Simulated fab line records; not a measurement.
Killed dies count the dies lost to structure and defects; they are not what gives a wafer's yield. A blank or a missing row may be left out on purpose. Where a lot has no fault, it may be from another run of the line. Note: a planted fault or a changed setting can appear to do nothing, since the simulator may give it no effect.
Which tool is to blame? -- flow nand_harc -- 22 lots, 66 wafers sampled, at 6 steps of a route of 1302

## WHAT EACH GAUGE READ, for each wafer
The record lacks any reading of a measuring or inspecting step that a usual standard deviation could be used to judge.

## EACH LOT AND THE TOOL THAT RAN IT (in order: tool; ch and the chambers of the sampled wafers; start)
lot,NHARC_A_CHANNEL_HOLE_D1_STRIP_27,NHARC_A_CHANNEL_FILL_D1_ALD_03,NHARC_A_CHANNEL_FILL_D1_ETCHBACK_19,NHARC_A_CHANNEL_HOLE_D2_ETCH_26,NHARC_A_STAIRCASE_ETCH_15,NHARC_A_STAIRCASE_TRIM_18
L074,"rie_diel-09 ch 1,2, day 10 02:52 or earlier","ald_sin_batch-02 ch 0, day 10 02:52 or earlier","rie_si-03 ch 0,1, day 10 02:52","har_etch-01 ch 1, day 13 07:23","rie_diel-13 ch 0,2,3, no start","rie_diel-13 ch 0,2,3, no start"
L075,"rie_diel-11 ch 0,1,3, day 10 02:52 or earlier","ald_sin_batch-01 ch 0, day 10 02:52 or earlier","rie_si-02 ch 0,3, day 10 02:52","har_etch-02 ch 0,1, day 13 08:43","rie_diel-09 ch 0,1,2, no start","rie_diel-09 ch 0,1, no start"
L076,"rie_diel-09 ch 0,1,3, day 10 16:19 or earlier","ald_sin_batch-02 ch 0, day 10 16:19 or earlier","rie_si-02 ch 0,2,3, day 10 16:19","har_etch-01 ch 0,1, day 13 23:28","rie_diel-13 ch 2,3, no start","rie_diel-13 ch 0,2, no start"
L077,"rie_diel-11 ch 1,3, day 10 23:10 or earlier","ald_sin_batch-01 ch 0, day 10 23:10 or earlier","rie_si-01 ch 1,2,3, day 10 23:10","har_etch-02 ch 0,1, day 14 07:35","rie_diel-09 ch 2,3, no start","rie_diel-09 ch 0,1,2, no start"
L078,"rie_diel-11 ch 0,2,3, day 11 04:33 or earlier","ald_sin_batch-02 ch 0, day 11 04:33 or earlier","rie_si-02 ch 0,2, day 11 04:33","har_etch-01 ch 0,1, day 14 13:37","rie_diel-09 ch 1,3, no start","rie_diel-09 ch 1,2,3, no start"
L079,"rie_diel-09 ch 0,3, day 11 18:56 or earlier","ald_sin_batch-01 ch 0, day 11 18:56 or earlier","rie_si-02 ch 0,1,2, day 11 18:56","har_etch-02 ch 1, day 15 13:24","rie_diel-02 ch 2,3, no start","rie_diel-02 ch 0,1, no start"
L080,"rie_diel-11 ch 0,1, day 12 07:20 or earlier","ald_sin_batch-03 ch 0, day 12 07:20 or earlier","rie_si-02 ch 0,3, day 12 07:20","har_etch-02 ch 0,1, day 16 02:17","rie_diel-13 ch 1,2, no start","rie_diel-13 ch 2,3, no start"
L081,"rie_diel-13 ch 1,2, day 12 23:24 or earlier","ald_sin_batch-03 ch 0, day 12 23:24 or earlier","rie_si-02 ch 2,3, day 12 23:24","har_etch-01 ch 1, day 16 10:03","rie_diel-13 ch 0,3, no start","rie_diel-13 ch 0,1,2, no start"
L083,"rie_diel-11 ch 1,2,3, day 14 00:44 or earlier","ald_sin_batch-01 ch 0, day 14 00:44 or earlier","rie_si-02 ch 0,1,2, day 14 00:44","har_etch-01 ch 1, day 17 19:16","rie_diel-09 ch 0,3, no start","rie_diel-09 ch 2,3, no start"
L084,"rie_diel-13 ch 0,3, day 14 00:45 or earlier","ald_sin_batch-01 ch 0, day 14 00:45 or earlier","rie_si-01 ch 0,1,2, day 14 00:45","har_etch-02 ch 0,1, day 17 19:06","rie_diel-13 ch 0,2,3, no start","rie_diel-13 ch 0,1,3, no start"
L086,"rie_diel-11 ch 0,3, day 14 19:08 or earlier","ald_sin_batch-03 ch 0, day 14 19:08 or earlier","rie_si-03 ch 1,2, day 14 19:08","har_etch-01 ch 1, day 18 03:38","rie_diel-02 ch 0,1,2, no start","rie_diel-02 ch 0,1,2, no start"
L085,"rie_diel-11 ch 0,1,3, day 14 19:07 or earlier","ald_sin_batch-03 ch 0, day 14 19:07 or earlier","rie_si-02 ch 0,1,2, day 14 19:07","har_etch-02 ch 0,1, day 18 03:26","rie_diel-13 ch 0,2,3, no start","rie_diel-13 ch 0,1,2, no start"
L089,"rie_diel-11 ch 0,1,2, day 15 23:23 or earlier","ald_sin_batch-01 ch 0, day 15 23:23 or earlier","rie_si-03 ch 1,2,3, day 15 23:23","har_etch-01 ch 0,1, day 19 10:48","rie_diel-02 ch 0,1, no start","rie_diel-02 ch 1,3, no start"
L088,"rie_diel-11 ch 0,2,3, day 16 06:47 or earlier","ald_sin_batch-02 ch 0, day 16 06:47 or earlier","rie_si-01 ch 0,3, day 16 06:47","har_etch-02 ch 0, day 19 18:17","rie_diel-13 ch 0,2, no start","rie_diel-13 ch 1,3, no start"
L091,"rie_diel-09 ch 0,2, day 16 19:55 or earlier","ald_sin_batch-03 ch 0, day 16 19:55 or earlier","rie_si-01 ch 0,2,3, day 16 19:55","har_etch-01 ch 0,1, day 20 05:45","rie_diel-02 ch 0,1,2, no start","rie_diel-02 ch 1,2, no start"
L090,"rie_diel-11 ch 0,3, day 17 03:11 or earlier","ald_sin_batch-02 ch 0, day 17 03:11 or earlier","rie_si-01 ch 2,3, day 17 03:11","har_etch-01 ch 0,1, day 20 12:14","rie_diel-13 ch 0,2,3, no start","rie_diel-13 ch 0,1, no start"
L092,"rie_diel-11 ch 0,1,3, day 17 08:32 or earlier","ald_sin_batch-02 ch 0, day 17 08:32 or earlier","rie_si-03 ch 0,1, day 17 08:32","har_etch-02 ch 0,1, day 21 00:25","rie_diel-02 ch 0,3, no start","rie_diel-02 ch 0,1,2, no start"
L093,"rie_diel-13 ch 2,3, day 17 08:32 or earlier","ald_sin_batch-01 ch 0, day 17 08:32 or earlier","rie_si-02 ch 0,2,3, day 17 08:32","har_etch-01 ch 0,1, day 20 20:19","rie_diel-09 ch 0,2,3, no start","rie_diel-09 ch 0,1,3, no start"
L094,"rie_diel-11 ch 0,3, day 18 07:02 or earlier","ald_sin_batch-02 ch 0, day 18 07:02 or earlier","rie_si-01 ch 0,2,3, day 18 07:02","har_etch-01 ch 0,1, day 21 21:52","rie_diel-09 ch 1,2,3, no start","rie_diel-09 ch 1,2,3, no start"
L095,"rie_diel-11 ch 0,1,2, day 18 17:04 or earlier","ald_sin_batch-03 ch 0, day 18 17:04 or earlier","rie_si-02 ch 0,1,3, day 18 17:04","har_etch-02 ch 0,1, day 22 04:11","rie_diel-13 ch 0,1,3, no start","rie_diel-13 ch 1,2, no start"
L096,"rie_diel-11 ch 0,2,3, day 19 01:41 or earlier","ald_sin_batch-01 ch 0, day 19 01:41 or earlier","rie_si-03 ch 0,1,2, day 19 01:41","har_etch-01 ch 0,1, day 22 16:08","rie_diel-09 ch 1,3, no start","rie_diel-09 ch 1,2,3, no start"
L097,"rie_diel-11 ch 1,2,3, day 19 01:41 or earlier","ald_sin_batch-01 ch 0, day 19 01:41 or earlier","rie_si-02 ch 0,3, day 19 01:41","har_etch-02 ch 1, day 22 12:31","rie_diel-09 ch 1,3, no start","rie_diel-09 ch 1,2,3, no start"
- NHARC_A_CHANNEL_HOLE_D1_STRIP_27: strips in O2.
- NHARC_A_CHANNEL_FILL_D1_ALD_03: deposits SiNx, target thk 6 nm, pulse time 60 s, ald cycles 58.
- NHARC_A_CHANNEL_FILL_D1_ETCHBACK_19: etches the open film in HBr/Cl2, target depth 5 nm, time 1.7 s.
- NHARC_A_CHANNEL_HOLE_D2_ETCH_26: etches the open film in C4F8/O2/Ar, time 224.1 s, target depth 300 nm.
- NHARC_A_STAIRCASE_ETCH_15: etches the open film in C4F8/O2, target depth 100 nm, time 40.5 s.
- NHARC_A_STAIRCASE_TRIM_18: chemistry O2, time 211.2 s.

## WHAT THE TOOLS THEMSELVES READ (means of the sampled wafers that have a number; where no wafer has one, the mark that the record gives instead)
NHARC_A_CHANNEL_HOLE_D1_STRIP_27.
lot,tool,drypump_motor_current_A (A),oes_product_au (a.u.),rf_vpp_V (V),showerhead_plenum_p_Torr (Torr),throttle_valve_pct (%)
L074,rie_diel-09,6.06,1.000,57.9,3.67,17.030
L075,rie_diel-11,5.68,0.993,58.0,3.69,17.029
L076,rie_diel-09,5.56,1.010,58.0,3.61,17.039
L077,rie_diel-11,5.73,0.985,57.7,3.76,17.031
L078,rie_diel-11,5.60,0.988,57.9,3.62,17.041
L079,rie_diel-09,5.39,1.002,57.2,3.54,17.040
L080,rie_diel-11,5.61,1.004,57.6,3.69,17.036
L081,rie_diel-13,5.87,1.003,57.9,3.57,17.036
L083,rie_diel-11,5.59,1.001,59.0,3.70,17.034
L084,rie_diel-13,5.88,1.007,58.7,3.63,17.041
L086,rie_diel-11,5.72,0.986,58.2,3.61,17.036
L085,rie_diel-11,5.68,1.002,59.4,3.69,17.038
L089,rie_diel-11,5.54,0.993,58.2,3.62,17.030
L088,rie_diel-11,5.60,0.992,57.9,3.62,17.037
L091,rie_diel-09,6.26,1.003,58.3,3.74,17.044
L090,rie_diel-11,5.77,0.985,57.8,3.68,17.036
L092,rie_diel-11,5.68,0.990,58.3,3.68,17.028
L093,rie_diel-13,5.89,1.010,57.5,3.51,17.039
L094,rie_diel-11,5.71,0.987,57.9,3.61,17.023
L095,rie_diel-11,5.53,1.004,56.8,3.62,17.040
L096,rie_diel-11,5.61,0.997,58.3,3.61,17.023
L097,rie_diel-11,5.57,0.999,57.5,3.69,17.042

NHARC_A_CHANNEL_FILL_D1_ALD_03.
lot,tool,precursor_pulse_height_rel
L074,ald_sin_batch-02,0.994
L075,ald_sin_batch-01,0.984
L076,ald_sin_batch-02,1.006
L077,ald_sin_batch-01,1.001
L078,ald_sin_batch-02,1.013
L079,ald_sin_batch-01,0.965
L080,ald_sin_batch-03,0.968
L081,ald_sin_batch-03,0.994
L083,ald_sin_batch-01,1.016
L084,ald_sin_batch-01,1.001
L086,ald_sin_batch-03,0.997
L085,ald_sin_batch-03,0.993
L089,ald_sin_batch-01,1.000
L088,ald_sin_batch-02,1.003
L091,ald_sin_batch-03,0.995
L090,ald_sin_batch-02,1.001
L092,ald_sin_batch-02,1.017
L093,ald_sin_batch-01,0.992
L094,ald_sin_batch-02,1.006
L095,ald_sin_batch-03,0.988
L096,ald_sin_batch-01,0.997
L097,ald_sin_batch-01,0.998

NHARC_A_CHANNEL_FILL_D1_ETCHBACK_19.
lot,tool,bias_w (W),drypump_motor_current_A (A),oes_product_au (a.u.),rf_fwd_power_W (W),throttle_valve_pct (%)
L074,rie_si-03,100.17,5.9,0.999,391.5,26.398
L075,rie_si-02,99.77,5.9,1.000,389.8,26.409
L076,rie_si-02,99.82,5.7,1.006,388.8,26.398
L077,rie_si-01,99.85,5.9,1.005,390.5,26.403
L078,rie_si-02,99.92,5.5,1.016,390.0,26.405
L079,rie_si-02,99.61,5.3,1.014,391.5,26.411
L080,rie_si-02,100.06,5.9,1.009,390.8,26.411
L081,rie_si-02,99.92,6.1,1.005,389.9,26.400
L083,rie_si-02,100.25,5.2,0.994,390.0,26.410
L084,rie_si-01,100.24,6.1,1.007,390.3,26.411
L086,rie_si-03,100.02,6.3,1.002,391.0,26.401
L085,rie_si-02,100.06,5.3,0.998,390.0,26.417
L089,rie_si-03,99.97,6.0,1.001,389.4,26.398
L088,rie_si-01,100.03,5.2,1.002,392.1,26.408
L091,rie_si-01,99.85,5.6,1.003,390.2,26.413
L090,rie_si-01,100.00,5.8,1.005,390.1,26.406
L092,rie_si-03,99.77,5.9,1.005,390.5,26.404
L093,rie_si-02,99.99,5.7,1.001,389.4,26.407
L094,rie_si-01,100.08,5.6,1.008,389.9,26.406
L095,rie_si-02,100.01,5.5,0.999,389.9,26.411
L096,rie_si-03,99.77,5.8,0.987,389.6,26.404
L097,rie_si-02,99.84,5.9,1.007,389.3,26.400

NHARC_A_CHANNEL_HOLE_D2_ETCH_26.
lot,tool,drypump_motor_current_A (A),rf_fwd_power_W (W),showerhead_plenum_p_Torr (Torr),throttle_valve_pct (%)
L074,har_etch-01,5.7,-,3.60,24.584
L075,har_etch-02,6.1,-,3.52,24.591
L076,har_etch-01,5.0,-,3.70,24.577
L077,har_etch-02,6.0,-,3.61,24.593
L078,har_etch-01,5.4,-,3.64,24.575
L079,har_etch-02,6.0,1992,3.69,24.593
L080,har_etch-02,6.0,-,3.78,24.586
L081,har_etch-01,5.7,-,3.58,24.584
L083,har_etch-01,5.7,-,3.56,24.592
L084,har_etch-02,6.1,-,3.88,24.587
L086,har_etch-01,5.7,-,3.56,24.579
L085,har_etch-02,6.0,-,3.77,24.584
L089,har_etch-01,5.4,-,3.60,24.577
L088,har_etch-02,6.1,-,3.96,24.576
L091,har_etch-01,5.4,-,3.60,24.583
L090,har_etch-01,5.0,-,3.64,24.580
L092,har_etch-02,6.0,-,3.75,24.583
L093,har_etch-01,5.4,-,3.59,24.587
L094,har_etch-01,5.0,-,3.63,24.581
L095,har_etch-02,6.1,-,3.85,24.591
L096,har_etch-01,5.4,-,3.57,24.582
L097,har_etch-02,6.0,-,3.63,24.579

NHARC_A_STAIRCASE_ETCH_15.
lot,tool,bias_w (W),oes_product_au (a.u.),rf_fwd_power_W (W),rf_vpp_V (V)
L074,rie_diel-13,999.1,0.933,591,896
L075,rie_diel-09,1000.7,0.927,593,901
L076,rie_diel-13,1001.9,0.943,593,895
L077,rie_diel-09,1000.7,0.951,593,895
L078,rie_diel-09,1000.3,0.945,595,893
L079,rie_diel-02,999.6,0.957,588,902
L080,rie_diel-13,1004.0,0.944,592,894
L081,rie_diel-13,999.9,0.946,592,898
L083,rie_diel-09,1003.2,0.941,597,896
L084,rie_diel-13,999.9,0.932,592,896
L086,rie_diel-02,997.9,0.936,589,898
L085,rie_diel-13,1003.4,0.949,592,895
L089,rie_diel-02,1000.1,0.936,593,893
L088,rie_diel-13,998.7,0.946,588,897
L091,rie_diel-02,1000.4,0.940,591,898
L090,rie_diel-13,999.5,0.951,593,895
L092,rie_diel-02,999.5,0.932,593,893
L093,rie_diel-09,998.7,0.950,594,897
L094,rie_diel-09,1001.4,0.963,591,896
L095,rie_diel-13,1000.5,0.954,593,899
L096,rie_diel-09,998.7,0.937,593,892
L097,rie_diel-09,999.3,0.938,593,893

NHARC_A_STAIRCASE_TRIM_18.
lot,tool,drypump_motor_current_A (A),oes_product_au (a.u.),rf_vpp_V (V),showerhead_plenum_p_Torr (Torr),throttle_valve_pct (%)
L074,rie_diel-13,5.9,1.001,57.4,3.54,17.032
L075,rie_diel-09,6.0,0.996,57.9,3.71,17.043
L076,rie_diel-13,5.8,0.998,58.0,3.49,17.043
L077,rie_diel-09,6.0,1.007,58.2,3.67,17.036
L078,rie_diel-09,5.6,1.005,57.8,3.55,17.045
L079,rie_diel-02,5.6,0.993,58.4,3.56,17.035
L080,rie_diel-13,5.9,1.001,58.0,3.50,17.040
L081,rie_diel-13,5.9,0.997,57.7,3.55,17.041
L083,rie_diel-09,5.9,1.005,58.2,3.56,17.034
L084,rie_diel-13,5.9,1.006,57.2,3.59,17.037
L086,rie_diel-02,5.7,1.002,58.1,3.59,17.038
L085,rie_diel-13,5.9,0.998,58.1,3.54,17.039
L089,rie_diel-02,5.5,0.987,58.3,3.58,17.046
L088,rie_diel-13,5.9,0.999,57.6,3.58,17.037
L091,rie_diel-02,5.5,1.001,58.1,3.74,17.038
L090,rie_diel-13,5.9,1.007,58.4,3.61,17.035
L092,rie_diel-02,5.7,0.994,57.3,3.58,17.035
L093,rie_diel-09,5.6,0.999,58.3,3.55,17.034
L094,rie_diel-09,5.6,1.005,57.5,3.52,17.034
L095,rie_diel-13,5.8,1.004,57.5,3.45,17.037
L096,rie_diel-09,5.6,1.009,57.0,3.51,17.033
L097,rie_diel-09,5.6,0.999,56.8,3.51,17.044

## THE ANSWER, worked out from the rows above alone
Rule: the usual values come from the lots themselves. The widest of any qualifying gaps counts: lots, ordered by their means at a reading, are off when they make up no more than a third of the lots, leave a main group of 4 or more, and stand apart from it by 3 or more times the standard deviation of that group's means. The tables above print the reading to a certain number of digits; a main group whose means all agree to those digits is not used. A lot without any number at a reading at which 4 lots or more have one is off too. All remaining lots with rows at the step are treated as sound. First the gauges in route order, then the tools' own readings, where a lot's mean is used as printed above. At the first step where some lot is off, the reading lying furthest off is the one used; lots without a number count as furthest.
Nothing can be told from this: no lot is off at any reading shown.

## WHAT THE SIMULATOR PUT IN
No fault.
